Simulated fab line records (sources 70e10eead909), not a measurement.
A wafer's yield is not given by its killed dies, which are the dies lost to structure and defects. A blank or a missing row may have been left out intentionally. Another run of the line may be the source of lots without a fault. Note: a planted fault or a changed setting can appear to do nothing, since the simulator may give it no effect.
Struck lot and sound lot, side by side ; flow nand-harc ; 12 steps out of a route of 1159
Sound: the wafers L844.4, L844.5, L844.6. The struck wafers were L855.4, L855.5, L855.6. The cause comes at the end.
For every step that has rows: the tool of each side, followed by ch and its chambers, followed by its first start. Under that, the readings that differ: sound wafers ; struck wafers ; difference of the means ; sigmas: that difference in standard deviations of wafers without a fault.
alike: same words and numbers on both sides, and readings whose means sit less than 2 such deviations apart. not compared: any withheld reading, any reading some wafer has no value for, any bound like >300 that may hide the same value, and any number with overlapping values for which the record gives no deviation.
Wherever a step has rows on one side only, a row that says differs or no value, or a row with sigmas, the two part there. Numbers that have no deviation but don't overlap get no sigmas and don't part them. A reading missing from all wafers of one side parts the sides only when that side holds two or more wafers.

first, 9 steps without rows for these wafers: NHARC_A_STAIRCASE_DEHYDRATE_433 (time 120 s); NHARC_A_STAIRCASE_HMDS_434 (time 30 s); NHARC_A_STAIRCASE_COAT_435; NHARC_A_STAIRCASE_SOFTBAKE_436 (time 170 s); NHARC_A_STAIRCASE_EBR_437; NHARC_A_STAIRCASE_EXPOSE_438 (exposes mask STAIR REV); NHARC_A_STAIRCASE_PEB_439 (peb time 130 s); NHARC_A_STAIRCASE_DEVELOP_440 (time 140 s); NHARC_A_STAIRCASE_HARDBAKE_442 (time 140 s).
NHARC_A_STAIRCASE_DESCUM_443: chemistry O2, time 3 s.
  sound on rie-diel-05 ch 0,3, day 14 13:46; struck on rie-diel-05 ch 0,1,3, day 17 18:06
  alike: drypump-motor-current-A, oes-product-au, rf-vpp-V, showerhead-plenum-p-Torr, throttle-valve-pct
  not compared: rf-hours-counter-h
NHARC_A_STAIRCASE_ETCH_444: etches the open film in C4F8/O2, target depth 10200 nm, time 3400 s.
  sound on rie-diel-05 ch 0,2,3, day 14 14:36; struck on rie-diel-05 ch 2,3, day 17 18:24
  no value came back on the struck wafers for bias-w (W), chamber-pressure-mTorr (mTorr), oes-product-au (a.u.), rf-vpp-V (V); on the sound wafers bias-w (W) reads 1001.3 996.4 1001.0
  not compared: rf-hours-counter-h
-- break in the record here, with 6 days between the starts of the struck wafers on either side (left off in module A_STAIRCASE, picked up again in module END, where the first step shown is number 1159 on the route) --
NHARC_END_SORT_01:
  here the record holds rows for the struck wafers (prober-02 ch 0, day 23 18:56) but none for the sound ones

== WHERE THEY PART ==
Earliest at NHARC_A_STAIRCASE_ETCH_444; latest, in this record, at NHARC_END_SORT_01.

WHY: what had been put in by the simulator
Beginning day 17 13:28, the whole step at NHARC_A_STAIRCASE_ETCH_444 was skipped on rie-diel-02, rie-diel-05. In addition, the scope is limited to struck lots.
